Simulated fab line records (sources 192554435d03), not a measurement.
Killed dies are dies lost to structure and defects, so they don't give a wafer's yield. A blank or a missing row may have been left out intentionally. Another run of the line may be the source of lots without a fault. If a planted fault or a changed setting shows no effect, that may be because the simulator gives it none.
fab line records	flow n5Finfet
record: lots: 11	wafers: 32	lastDay: 18
route steps=1938 shown MIM_TOP_LITHO@1848 MIM_BOT_LITHO@1858 MIM_BOT_ETCH@1866 PASSIVATION@1936
lots with no fault: from the same line, run without faults
startH: start of the lot's first displayed wafer, in hours after the record's first day	waitH: hours since the lot's step before	" the same as in the row above	L1.1+2: a single row standing in for several wafers	- either no value or no given start	* or withheld: withheld	< > ~ a bound
route shown NAME@n: NAME is a module with steps in the file, n the number in the route of the first one	usual: mean and standard deviation over wafers with no fault	same: alike in all rows	chamber/n: place in a boat	sites: each site's reading	_std_site: the standard deviation of these	_edge_site: the outer-site mean with the inner-site mean subtracted	radiusMm: how far each site lies from the wafer's centre	mask NAME#n: copy n	behind: tool/chamber where the wafer was last shaped	hold: the reason the lot was held/the length of the hold in hours/how it ended	device: which transistor (n, p or np) failed to switch	end of line: tests run on the same wafers once the route is complete	where a step has no rows: the recipe by itself	killed: the dies lost at the first sort to structure and to defects; this is not the yield of the wafer	map: a wafer's dies, x killed, . not, _ none there
set.NAME: setting as actually run; set.NAME@STEP: the setting as run at that earlier step	model.NAME: the simulator's own value behind a step, which no gauge read
one table for each step of the route and one row for each wafer, over a sample of lots
services: when a tool's chamber went out of use (startH, in hours from the record's first day, below 0 if earlier), for how many hours, and the reason
== steps ==
step: N5_MIM_TOP_LITHO_OVL_MEAS_11
recipe: pointsPerWafer: 44
usual: MIM_TOP_OVL: 2/5.1
same: pointsPerWafer: 44
lot.wafer	tool	chamber	startH	waitH	MIM_TOP_OVL[nm]
L868.2	overlay-02	0	261.46	0.0	0
L868.3	"	0	"	"	8
L868.4	"	0	"	"	1
L870.1	overlay-02	0	277.91	0.0	-2
L870.4	"	0	"	"	3
L870.6	"	0	"	"	7
L873.2	overlay-02	0	302.31	0.0	3
L873.3	"	0	"	"	6
L873.5	"	0	"	"	5
L872.3	overlay-01	0	306.66	0.0	4
L872.4	"	0	"	"	-8
L872.5	"	0	"	"	3
L875.2	overlay-02	0	323.56	0.0	4
L875.5	"	0	"	"	4
L875.6	"	0	"	"	3
L877.2	overlay-02	0	334.57	0.0	8
L877.5	"	0	"	"	7
L877.6	"	0	"	"	6
L883.2	overlay-01	0	370.78	0.0	-10
L883.3	"	0	"	"	0
L883.6	"	0	"	"	-11
L885.3	overlay-02	0	383.74	0.0	7
L885.4	"	0	"	"	6
L885.6	"	0	"	"	-3
L884.1	overlay-01	0	385.81	0.0	2
L884.3	"	0	"	"	0
L888.2	overlay-02	0	422.96	0.0	0
L888.4	"	0	"	"	5
L888.6	"	0	"	"	2
L889.3	overlay-01	0	423.21	0.0	1
L889.5	"	0	"	"	-3
L889.6	"	0	"	"	-6
step: N5_MIM_BOT_LITHO_EXPOSE_05
recipe: maskId: MIM_BOT	na: 0.55	sourceShape: conventional	sigmaOuter: 0.8	polarization: unpolarized	doseMj: 24.25
lot.wafer	tool	chamber	startH	waitH	mask
L868.2+3+4	krfScanner-01	0	262.00	-	MIM_BOT#0
L870.1+4+6	krfScanner-02	0	278.57	-	MIM_BOT#0
L873.2+3+5	krfScanner-02	0	303.12	-	MIM_BOT#0
L872.3+4+5	krfScanner-02	0	307.40	-	MIM_BOT#0
L875.2+5+6	krfScanner-01	0	324.25	-	MIM_BOT#0
L877.2+5+6	krfScanner-01	0	335.22	-	MIM_BOT#0
L883.2+3+6	krfScanner-01	0	372.10	-	MIM_BOT#0
L885.3+4+6	krfScanner-01	0	384.42	-	MIM_BOT#0
L884.1+3	krfScanner-02	0	386.70	-	MIM_BOT#0
L888.2+4+6	krfScanner-02	0	424.68	-	MIM_BOT#0
L889.3+5+6	krfScanner-02	0	425.26	-	MIM_BOT#0
step: N5_MIM_BOT_LITHO_OVL_MEAS_11
recipe: pointsPerWafer: 44
usual: MIM_BOT_OVL: 3/6.3
same: pointsPerWafer: 44
lot.wafer	tool	chamber	startH	waitH	MIM_BOT_OVL[nm]
L868.2	overlay-01	0	262.20	0.0	7
L868.3	"	0	"	"	4
L868.4	"	0	"	"	11
L870.1	overlay-02	0	278.77	0.0	0
L870.4	"	0	"	"	-10
L870.6	"	0	"	"	-2
L873.2	overlay-01	0	303.32	0.0	-1
L873.3	"	0	"	"	1
L873.5	"	0	"	"	-1
L872.3	overlay-02	0	307.59	0.0	6
L872.4	"	0	"	"	1
L872.5	"	0	"	"	12
L875.2	overlay-01	0	324.45	0.0	-6
L875.5	"	0	"	"	-1
L875.6	"	0	"	"	0
L877.2	overlay-02	0	335.43	0.0	7
L877.5	"	0	"	"	-9
L877.6	"	0	"	"	6
L883.2	overlay-02	0	372.30	0.0	425
L883.3	"	0	"	"	417
L883.6	"	0	"	"	414
L885.3	overlay-02	0	384.62	0.0	395
L885.4	"	0	"	"	404
L885.6	"	0	"	"	407
L884.1	overlay-01	0	386.91	0.0	16
L884.3	"	0	"	"	13
L888.2	overlay-02	0	424.88	0.0	9
L888.4	"	0	"	"	3
L888.6	"	0	"	"	7
L889.3	overlay-02	0	425.45	0.0	4
L889.5	"	0	"	"	-1
L889.6	"	0	"	"	5
step: N5_MIM_BOT_LITHO_INSPECT_12
recipe: mode: adi	inspectInstrument: macro
usual: rawDefectCount: 2.1/1.4
lot.wafer	tool	chamber	startH	waitH	rawDefectCount
L868.2	defectInspect-02	-	262.22	0.0	0
L868.3	"	-	"	"	1
L868.4	"	-	"	"	1
L870.1	defectInspect-02	-	278.80	0.0	2
L870.4	"	-	"	"	1
L870.6	"	-	"	"	2
L873.2	defectInspect-01	-	303.35	0.0	1
L873.3	"	-	"	"	3
L873.5	"	-	"	"	3
L872.3	defectInspect-01	-	307.61	0.0	3
L872.4	"	-	"	"	1
L872.5	"	-	"	"	1
L875.2	defectInspect-02	-	324.47	0.0	2
L875.5	"	-	"	"	4
L875.6	"	-	"	"	2
L877.2	defectInspect-02	-	335.45	0.0	1
L877.5	"	-	"	"	2
L877.6	"	-	"	"	3
L883.2	defectInspect-01	-	372.32	0.0	1
L883.3	"	-	"	"	2
L883.6	"	-	"	"	0
L885.3	defectInspect-01	-	384.64	0.0	5
L885.4	"	-	"	"	2
L885.6	"	-	"	"	2
L884.1	defectInspect-02	-	386.93	0.0	1
L884.3	"	-	"	"	0
L888.2	defectInspect-01	-	424.91	0.0	2
L888.4	"	-	"	"	0
L888.6	"	-	"	"	5
L889.3	defectInspect-01	-	425.48	0.0	3
L889.5	"	-	"	"	2
L889.6	"	-	"	"	1
step: N5_MIM_BOT_ETCH_ETCH_04
recipe: chemistry: CF4/O2	target: SiNx	targetDepthA: 260	timeS: 13	ionEnergyEv: 100	pressureMtorr: 40	sourceW: 535	biasW: 49	Ar_flow_sccm: 100	cf4FlowSccm: 100	O2_flow_sccm: 10
usual: drypumpMotorCurrentA: 5.9/0.58	oes_f_703_au: 0.82/0.08	oesProductAu: 0.81/0.086	rfVppV: 238/3.6	showerheadPlenumPTorr: 2.20/0.082	throttleValvePct: 15.94/0.23
lot.wafer	tool	chamber	startH	waitH	drypumpMotorCurrentA	oes_f_703_au	oesProductAu	rfHoursCounterH	rfVppV	showerheadPlenumPTorr	throttleValvePct
L868.2	rieDiel-05	2	262.32	0.0	6.6	0.69	0.69	234	245	2.18	16.16
L868.3	"	3	"	"	4.9	0.76	0.77	72	240	2.14	15.52
L868.4	"	2	"	"	6.6	0.69	0.69	-	245	2.18	16.17
L870.1	rieDiel-06	3	278.90	0.0	6.4	0.71	0.69	216	237	2.26	16.19
L870.4	"	1	"	"	5.9	0.90	0.89	38	241	2.34	15.66
L870.6	"	3	"	"	6.5	0.71	0.69	-	239	2.26	16.20
L873.2	rieDiel-02	2	303.45	0.0	6.3	0.77	0.75	136	232	2.13	16.11
L873.3	"	1	"	"	5.5	0.82	0.82	82	238	2.15	15.59
L873.5	"	2	"	"	6.2	0.77	0.75	-	232	2.13	16.11
L872.3	rieDiel-02	1	307.71	0.0	5.5	0.82	0.82	82	236	2.14	15.59
L872.4	"	2	"	"	6.2	0.76	0.75	137	230	2.13	16.12
L872.5	"	2	"	"	6.2	0.76	0.74	-	232	2.13	16.12
L875.2	rieDiel-06	2	324.57	0.0	6.2	0.84	0.84	80	234	2.15	16.03
L875.5	"	3	"	"	6.4	0.69	0.67	-	236	2.26	16.23
L875.6	"	0	"	"	4.9	0.99	0.99	-	240	2.34	15.97
L877.2	rieDiel-02	0	335.68	0.0	5.0	0.81	0.83	97	241	2.14	15.83
L877.5	"	1	"	"	5.5	0.81	0.81	-	237	2.14	15.61
L877.6	"	0	"	"	5.0	0.82	0.82	-	240	2.14	15.83
L883.2	rieDiel-02	1	372.42	0.0	5.5	0.79	0.78	105	236	2.14	15.64
L883.3	"	0	"	"	5.1	0.80	0.80	112	240	2.13	15.86
L883.6	"	0	"	"	5.1	0.80	0.79	-	242	2.13	15.87
L885.3	rieDiel-02	1	384.74	0.0	5.5	0.80	0.78	107	235	2.14	15.64
L885.4	"	2	"	"	6.2	0.74	0.72	162	231	2.12	16.16
L885.6	"	0	"	"	5.0	0.80	0.80	-	241	2.13	15.87
L884.1	rieDiel-06	1	387.03	0.0	5.9	0.84	0.85	77	240	2.32	15.75
L884.3	"	3	"	"	6.5	0.69	0.67	252	236	2.25	16.26
L888.2	rieDiel-06	0	426.04	0.0	4.9	0.89	0.87	39	239	2.33	16.05
L888.4	"	3	"	"	6.4	0.95	0.94	4	237	2.25	15.75
L888.6	"	3	"	"	6.4	0.94	0.95	-	237	2.25	15.78
L889.3	rieDiel-06	2	426.35	0.0	6.2	0.80	0.80	112	234	2.14	16.09
L889.5	"	1	"	"	5.9	0.82	0.82	-	240	2.31	15.77
L889.6	"	2	"	"	6.2	0.81	0.81	-	233	2.14	16.10
step: N5_PASSIVATION_PROBE_49
usual: defectLimitedYield: 90.9/1.5	killed_at_M0_to_M3: 36/10	killed_at_M4_up: 13/5.5	killedAtContacts: 12/5.6	killedAtFrontEnd: 42/12	killedAtOther: 4/3.2	killedDies: 108/18	killedOpen: 71/13	killedShort: 34/7.8	sort_bin_5_function: 5.4/1	sort_bin_6_memory: 3.4/0.68	sort_bin_8_speed: 0.00/0.0071	sortNPass: 1072/18	sortYieldPct: 90.9/1.5
same: grossDies: 1180	killedAtBackSide: 0	sort_bin_4_leakage[%]: 0
lot.wafer	tool	chamber	startH	waitH	defectLimitedYield[%]	killed_at_M0_to_M3	killed_at_M4_up	killedAtContacts	killedAtFrontEnd	killedAtOther	killedDies	killedOpen	killedShort	sort_bin_5_function[%]	sort_bin_6_memory[%]	sort_bin_8_speed[%]	sortNPass	sortYieldPct[%]
L868.2	prober-01	-	271.75	0.1	89.2	43	13	14	53	4	127	95	32	6.5	3.9	0	1053	89.2
L868.3	prober-01	-	271.80	0.1	90.1	44	12	14	47	0	117	77	40	5.3	4.2	0	1063	90.1
L868.4	prober-01	-	271.85	0.2	91.5	35	17	6	39	3	100	69	31	5.6	2.7	0	1080	91.5
L870.1	prober-02	-	289.16	0.0	91.7	22	16	7	44	9	98	70	25	5.0	3.2	0	1082	91.7
L870.4	prober-02	-	289.31	0.2	90.6	18	17	3	69	4	111	69	34	5.2	3.1	0	1069	90.6
L870.6	prober-02	-	289.41	0.3	93.1	14	14	2	49	3	82	49	23	4.1	2.0	0	1098	93.1
L873.2	prober-01	-	313.49	0.1	89.6	36	28	13	46	0	123	79	41	5.1	4.7	0	1057	89.6
L873.3	prober-01	-	313.54	0.1	88.2	46	23	17	52	1	139	94	44	7.2	4.4	0	1041	88.2
L873.5	prober-01	-	313.64	0.2	91.8	39	18	12	28	0	97	62	30	4.9	2.7	0	1083	91.8
L872.3	prober-01	-	315.97	0.1	92.8	27	14	8	34	2	85	60	25	5.2	2.0	0.08	1094	92.7
L872.4	prober-01	-	316.02	0.2	91.9	28	19	6	39	3	95	69	23	5.2	2.5	0	1085	91.9
L872.5	prober-01	-	316.07	0.2	91.9	25	16	8	44	3	96	65	29	4.9	3.0	0	1084	91.9
L875.2	prober-01	-	339.71	0.1	90.8	46	14	21	24	3	108	74	32	5.8	3.1	0	1072	90.8
L875.5	prober-01	-	339.86	0.2	88.9	35	10	30	54	2	131	89	40	6.4	4.3	0	1049	88.9
L875.6	prober-01	-	339.91	0.3	89.7	58	17	15	30	1	121	84	36	5.7	4.1	0	1059	89.7
L877.2	prober-01	-	347.96	0.1	91.9	28	17	12	30	8	95	60	35	4.9	3.0	0	1085	91.9
L877.5	prober-01	-	348.11	0.2	91.4	29	14	20	32	6	101	70	26	5.3	2.9	0	1079	91.4
L877.6	prober-01	-	348.16	0.3	92.0	33	8	16	37	0	94	63	31	5.2	2.5	0	1086	92.0
L883.2	prober-02	-	380.91	0.1	89.9	54	13	13	26	13	119	79	40	6.4	3.1	0	1061	89.9
L883.3	prober-02	-	380.96	0.1	88.6	41	22	19	45	8	135	94	39	7.5	3.6	0	1045	88.6
L883.6	prober-02	-	381.11	0.3	90.6	45	11	10	40	5	111	83	28	5.3	3.9	0	1069	90.6
L885.3	prober-01	-	399.21	0.1	90.4	40	8	5	47	13	113	73	38	5.8	3.3	0	1067	90.4
L885.4	prober-01	-	399.26	0.2	92.6	38	11	7	24	7	87	56	27	4.3	2.9	0	1093	92.6
L885.6	prober-01	-	399.36	0.3	91.0	34	10	10	46	6	106	71	32	4.3	4.3	0	1074	91.0
L884.1	prober-01	-	400.90	0.0	92.2	28	17	5	35	7	92	61	28	4.7	2.9	0	1088	92.2
L884.3	prober-01	-	401.00	0.1	93.7	31	7	6	27	3	74	53	20	4.2	1.9	0	1106	93.7
L889.3	prober-01	-	440.56	0.1	89.2	33	17	14	55	8	127	84	41	5.8	4.7	0	1053	89.2
L889.5	prober-01	-	440.66	0.2	91.3	34	7	18	35	9	103	61	42	5.0	3.3	0	1077	91.3
L889.6	prober-01	-	440.71	0.3	92.0	15	14	17	45	3	94	61	32	4.8	2.6	0	1086	92.0
L888.2	prober-01	-	440.81	0.4	86.8	72	13	19	51	1	156	106	50	8.1	4.6	0	1024	86.8
L888.4	prober-01	-	440.91	0.5	88.0	60	21	12	46	3	142	98	43	7.5	4.2	0	1038	88.0
L888.6	prober-01	-	441.01	0.6	89.2	49	12	16	45	5	127	86	41	5.9	4.2	0	1053	89.2
killed by level:class
L868.2 STI_FIN_REVEAL:geometricParticle:open=30 MOL_CONTACT_COAG:geometricParticle:open=11 BEOL_M2:geometricParticle:open=10 GATE_CUT:geometricParticle:short=8 BEOL_M3:geometricParticle:open=8 BEOL_M4:geometricParticle:open=8 BEOL_M0_SAQP:geometricParticle:open=7 BEOL_M0_SAQP:geometricParticle:short=6
L868.3 BEOL_M0_SAQP:geometricParticle:open=13 FIN_SAQP:geometricParticle:open=12 MOL_CONTACT_COAG:geometricParticle:open=11 BEOL_M0_SAQP:geometricParticle:short=11 STI_FIN_REVEAL:geometricParticle:open=9 BEOL_M4:geometricParticle:open=9 BEOL_M3:geometricParticle:short=7 BEOL_M3:geometricParticle:open=6
L868.4 STI_FIN_REVEAL:geometricParticle:open=15 BEOL_M0_SAQP:geometricParticle:open=10 BEOL_M4:geometricParticle:open=9 BEOL_M3:geometricParticle:short=6 MOL_CONTACT_COAG:geometricParticle:open=6 DUMMY_GATE:geometricParticle:open=4 BEOL_M1:geometricParticle:short=4 BEOL_M2:geometricParticle:open=4
L870.1 FIN_SAQP:geometricParticle:open=17 FIN_SAQP:geometricParticle:short=10 DUMMY_GATE:geometricParticle:open=6 MOL_CONTACT_COAG:geometricParticle:open=6 BEOL_M1:geometricParticle:open=6 BEOL_M2:geometricParticle:open=5 BEOL_M5:geometricParticle:open=5 BEOL_M4:geometricParticle:open=4
L870.4 FIN_SAQP:geometricParticle:open=21 HKMG_FIN:areaEtch=8 BEOL_M4:geometricParticle:open=7 FIN_SAQP:geometricParticle:short=7 STI_FIN_REVEAL:geometricParticle:open=7 BEOL_M0_SAQP:geometricParticle:open=6 BEOL_M0_SAQP:geometricParticle:short=5 STARTING-WAFER:geometricParticle:open=5
L870.6 HKMG_FIN:areaEtch=8 STI_FIN_REVEAL:geometricParticle:open=6 FIN_SAQP:geometricParticle:short=5 FIN_SAQP:geometricParticle:open=4 SPACER0:geometricParticle:short=4 BEOL_M1:geometricParticle:open=4 STI_FIN_REVEAL:geometricParticle:short=3 DUMMY_GATE:geometricParticle:open=3
L873.2 STI_FIN_REVEAL:geometricParticle:open=16 BEOL_M4:geometricParticle:open=16 MOL_CONTACT_COAG:geometricParticle:open=10 BEOL_M0_SAQP:geometricParticle:short=9 BEOL_M0_SAQP:geometricParticle:open=6 BEOL_M1:geometricParticle:open=6 BEOL_M3:geometricParticle:open=6 FIN_SAQP:geometricParticle:short=5
L873.3 BEOL_M0_SAQP:geometricParticle:short=16 MOL_CONTACT_COAG:geometricParticle:open=15 STI_FIN_REVEAL:geometricParticle:open=14 BEOL_M0_SAQP:geometricParticle:open=11 BEOL_M4:geometricParticle:open=9 GATE_CUT:geometricParticle:short=8 BEOL_M2:geometricParticle:open=7 FIN_SAQP:geometricParticle:open=6
L873.5 BEOL_M0_SAQP:geometricParticle:short=12 MOL_CONTACT_COAG:geometricParticle:open=9 BEOL_M4:geometricParticle:open=9 BEOL_M0_SAQP:geometricParticle:open=8 BEOL_M2:geometricParticle:open=7 BEOL_M3:geometricParticle:open=6 FIN_SAQP:geometricParticle:short=5 GATE_CUT:geometricParticle:open=5
L872.3 BEOL_M0_SAQP:geometricParticle:open=9 DUMMY_GATE:geometricParticle:open=8 BEOL_M0_SAQP:geometricParticle:short=7 FIN_SAQP:geometricParticle:open=6 MOL_CONTACT_COAG:geometricParticle:open=6 BEOL_M3:geometricParticle:open=5 BEOL_M2:geometricParticle:open=4 BEOL_M4:geometricParticle:open=4
L872.4 BEOL_M4:geometricParticle:open=9 FIN_SAQP:geometricParticle:open=8 BEOL_M0_SAQP:geometricParticle:open=6 FIN_SAQP:geometricParticle:short=5 DUMMY_GATE:geometricParticle:open=5 GATE_CUT:geometricParticle:open=5 BEOL_M1:geometricParticle:open=5 MOL_CONTACT_COAG:geometricParticle:open=4
L872.5 FIN_SAQP:geometricParticle:open=14 FIN_SAQP:geometricParticle:short=10 BEOL_M1:geometricParticle:open=9 MOL_CONTACT_COAG:geometricParticle:open=8 BEOL_M3:geometricParticle:open=8 DUMMY_GATE:geometricParticle:open=7 BEOL_M4:geometricParticle:open=6 STARTING-WAFER:geometricParticle:open=4
L875.2 MOL_CONTACT_COAG:geometricParticle:open=17 BEOL_M3:geometricParticle:open=12 BEOL_M2:geometricParticle:open=10 BEOL_M1:geometricParticle:open=7 STI_FIN_REVEAL:geometricParticle:open=6 BEOL_M3:geometricParticle:short=5 STARTING-WAFER:geometricParticle:short=4 MOL_CONTACT_COAG:geometricParticle:short=4
L875.5 MOL_CONTACT_COAG:geometricParticle:open=26 STI_FIN_REVEAL:geometricParticle:open=17 FIN_SAQP:geometricParticle:short=11 BEOL_M2:geometricParticle:open=8 BEOL_M3:geometricParticle:open=8 FIN_SAQP:geometricParticle:open=7 STI_FIN_REVEAL:geometricParticle:short=4 MOL_CONTACT_COAG:geometricParticle:short=4
L875.6 BEOL_M3:geometricParticle:open=16 MOL_CONTACT_COAG:geometricParticle:open=14 BEOL_M1:geometricParticle:open=12 BEOL_M0_SAQP:geometricParticle:short=9 BEOL_M0_SAQP:geometricParticle:open=8 BEOL_M2:geometricParticle:open=7 BEOL_M4:geometricParticle:open=7 FIN_SAQP:geometricParticle:short=6
L877.2 BEOL_M4:geometricParticle:open=13 BEOL_M0_SAQP:geometricParticle:short=11 MOL_CONTACT_COAG:geometricParticle:open=10 STI_FIN_REVEAL:geometricParticle:open=8 DUMMY_GATE:geometricParticle:open=7 BEOL_M0_SAQP:geometricParticle:open=6 FIN_SAQP:geometricParticle:short=5 BEOL_M1:geometricParticle:open=4
L877.5 MOL_CONTACT_COAG:geometricParticle:open=13 STI_FIN_REVEAL:geometricParticle:open=10 BEOL_M1:geometricParticle:open=10 DUMMY_GATE:geometricParticle:open=7 MOL_CONTACT_COAG:geometricParticle:short=7 BEOL_M3:geometricParticle:open=5 BEOL_M0_SAQP:geometricParticle:open=4 BEOL_M0_SAQP:geometricParticle:short=4
L877.6 MOL_CONTACT_COAG:geometricParticle:open=15 BEOL_M0_SAQP:geometricParticle:short=9 STI_FIN_REVEAL:geometricParticle:open=8 BEOL_M0_SAQP:geometricParticle:open=8 DUMMY_GATE:geometricParticle:short=6 BEOL_M1:geometricParticle:open=6 DUMMY_GATE:geometricParticle:open=5 BEOL_M3:geometricParticle:open=5
L883.2 BEOL_M3:geometricParticle:open=18 BEOL_M0_SAQP:geometricParticle:short=15 STI_FIN_REVEAL:geometricParticle:open=10 MOL_CONTACT_COAG:geometricParticle:open=10 BEOL_M0_SAQP:geometricParticle:open=10 DUMMY_GATE:geometricParticle:open=6 BEOL_M1:geometricParticle:open=6 MIM_TOP:geometricParticle:short=5
L883.3 STI_FIN_REVEAL:geometricParticle:open=25 MOL_CONTACT_COAG:geometricParticle:open=14 BEOL_M0_SAQP:geometricParticle:short=9 BEOL_M0_SAQP:geometricParticle:open=9 BEOL_M4:geometricParticle:open=9 BEOL_M3:geometricParticle:open=7 MOL_CONTACT_COAG:geometricParticle:short=5 GATE_CUT:geometricParticle:short=4
L883.6 STI_FIN_REVEAL:geometricParticle:open=24 BEOL_M0_SAQP:geometricParticle:short=12 MOL_CONTACT_COAG:geometricParticle:open=9 BEOL_M0_SAQP:geometricParticle:open=9 BEOL_M3:geometricParticle:open=8 BEOL_M2:geometricParticle:open=5 BEOL_M0:geometricParticle:open=4 PASS1_CAP:geometricParticle:open=4
L885.3 FIN_SAQP:geometricParticle:short=14 FIN_SAQP:geometricParticle:open=11 BEOL_M0_SAQP:geometricParticle:short=11 BEOL_M2:geometricParticle:open=9 STI_FIN_REVEAL:geometricParticle:open=8 BEOL_M0_SAQP:geometricParticle:open=8 MIM_TOP_ETCH:geometricParticle:open=7 MOL_CONTACT_COAG:geometricParticle:open=5
L885.4 BEOL_M1:geometricParticle:open=11 BEOL_M0_SAQP:geometricParticle:short=9 MOL_CONTACT_COAG:geometricParticle:open=7 BEOL_M0_SAQP:geometricParticle:open=6 BEOL_M2:geometricParticle:open=6 STI_FIN_REVEAL:geometricParticle:open=5 BEOL_M5:geometricParticle:open=5 FIN_SAQP:geometricParticle:short=4
L885.6 STI_FIN_REVEAL:geometricParticle:open=11 MOL_CONTACT_COAG:geometricParticle:open=7 BEOL_M0_SAQP:geometricParticle:short=6 SPACER0:geometricParticle:open=6 BEOL_M3:geometricParticle:open=6 FIN_SAQP:geometricParticle:open=5 BEOL_M0_SAQP:geometricParticle:open=5 BEOL_M1:geometricParticle:open=5
L884.1 STI_FIN_REVEAL:geometricParticle:open=12 BEOL_M1:geometricParticle:open=11 BEOL_M3:geometricParticle:open=8 GATE_CUT:geometricParticle:short=6 BEOL_M4:geometricParticle:open=6 FIN_SAQP:geometricParticle:open=4 MOL_CONTACT_COAG:geometricParticle:open=4 FIN_SAQP:geometricParticle:short=3
L884.3 BEOL_M3:geometricParticle:open=11 STI_FIN_REVEAL:geometricParticle:open=6 MOL_CONTACT_COAG:geometricParticle:open=6 BEOL_M0_SAQP:geometricParticle:open=6 BEOL_M0_SAQP:geometricParticle:short=5 FIN_SAQP:geometricParticle:short=3 FIN_SAQP:geometricParticle:open=3 ILD0:geometricParticle:short=3
L889.3 FIN_SAQP:geometricParticle:open=13 FIN_SAQP:geometricParticle:short=10 BEOL_M3:geometricParticle:open=10 BEOL_M0_SAQP:geometricParticle:open=10 STI_FIN_REVEAL:geometricParticle:open=9 MOL_CONTACT_COAG:geometricParticle:open=9 BEOL_M4:geometricParticle:open=7 MOL_CONTACT_COAG:geometricParticle:short=5
L889.5 MOL_CONTACT_COAG:geometricParticle:open=13 BEOL_M0_SAQP:geometricParticle:short=13 BEOL_M0_SAQP:geometricParticle:open=8 FIN_SAQP:geometricParticle:short=7 STI_FIN_REVEAL:geometricParticle:open=7 FIN_SAQP:geometricParticle:open=6 BEOL_M4:geometricParticle:open=5 MOL_CONTACT_COAG:geometricParticle:short=5
L889.6 STI_FIN_REVEAL:geometricParticle:open=14 MOL_CONTACT_COAG:geometricParticle:open=14 BEOL_M4:geometricParticle:open=6 FIN_SAQP:geometricParticle:short=5 FIN_SAQP:geometricParticle:open=5 BEOL_M1:geometricParticle:short=5 DUMMY_GATE:geometricParticle:open=4 ILD0:geometricParticle:open=4
L888.2 BEOL_M0_SAQP:geometricParticle:open=19 FIN_SAQP:geometricParticle:short=16 STI_FIN_REVEAL:geometricParticle:open=16 BEOL_M3:geometricParticle:open=16 MOL_CONTACT_COAG:geometricParticle:open=15 BEOL_M1:geometricParticle:open=12 BEOL_M0_SAQP:geometricParticle:short=11 BEOL_M4:geometricParticle:open=8
L888.4 BEOL_M0_SAQP:geometricParticle:open=23 STI_FIN_REVEAL:geometricParticle:open=14 BEOL_M0_SAQP:geometricParticle:short=13 BEOL_M1:geometricParticle:open=11 MOL_CONTACT_COAG:geometricParticle:open=8 DUMMY_GATE:geometricParticle:open=7 STI_FIN_REVEAL:geometricParticle:short=6 BEOL_M4:geometricParticle:open=5
L888.6 STI_FIN_REVEAL:geometricParticle:open=16 BEOL_M0_SAQP:geometricParticle:open=14 BEOL_M0_SAQP:geometricParticle:short=14 MOL_CONTACT_COAG:geometricParticle:open=13 BEOL_M3:geometricParticle:open=9 BEOL_M4:geometricParticle:open=8 FIN_SAQP:geometricParticle:open=6 STARTING-WAFER:geometricParticle:short=5
== services ==
tool	chamber	startH	hours	kind
krfScanner-02	-	254.46	1.3	pm
rieDiel-05	0	258.19	9.4	repair
krfScanner-02	-	258.36	1.0	pm
rieDiel-02	3	259.59	-	clean
rieDiel-02	3	259.59	-	consumableReplace:focusRing
krfScanner-01	-	262.54	1.0	pm
rieDiel-02	0	264.49	9.9	repair
krfScanner-02	-	296.33	0.3	repair
krfScanner-01	-	302.26	1.1	repair
krfScanner-01	-	304.88	4.0	pm
rieDiel-05	0	307.30	4.3	repair
krfScanner-01	-	310.23	1.3	pm
krfScanner-01	-	313.35	4.1	repair
krfScanner-02	0	316.48	-	calibration
rieDiel-06	3	328.29	2.5	repair
krfScanner-02	-	360.18	0.8	pm
rieDiel-05	3	376.16	2.3	repair
rieDiel-02	-	381.76	0.5	repair
rieDiel-06	3	382.22	2.3	repair
rieDiel-06	2	382.64	11.7	repair
krfScanner-01	-	390.66	0.8	repair
rieDiel-06	0	392.19	4.8	repair
krfScanner-02	-	397.48	1.1	repair
rieDiel-02	-	413.98	13.0	repair
== key ==
firstSign: step: N5_MIM_BOT_LITHO_OVL_MEAS_11	reading: MIM_BOT_OVL	direction: up	sigmas: 65	usual: 3	struck: 410
effect none on later readings
metAt N5_MIM_BOT_LITHO_EXPOSE_05
struckLots L883,L885
notActingAt N5_MIM_TOP_LITHO_OVL_MEAS_11,N5_MIM_BOT_LITHO_INSPECT_12,N5_MIM_BOT_ETCH_ETCH_04
onsetBetween 335.22 372.10
fault: kind: scannerMatchingOverlay	tool: krfScanner-01	chamber: -	onsetH: 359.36	steps: N5_MIM_BOT_LITHO_EXPOSE_05	offset: 406.08
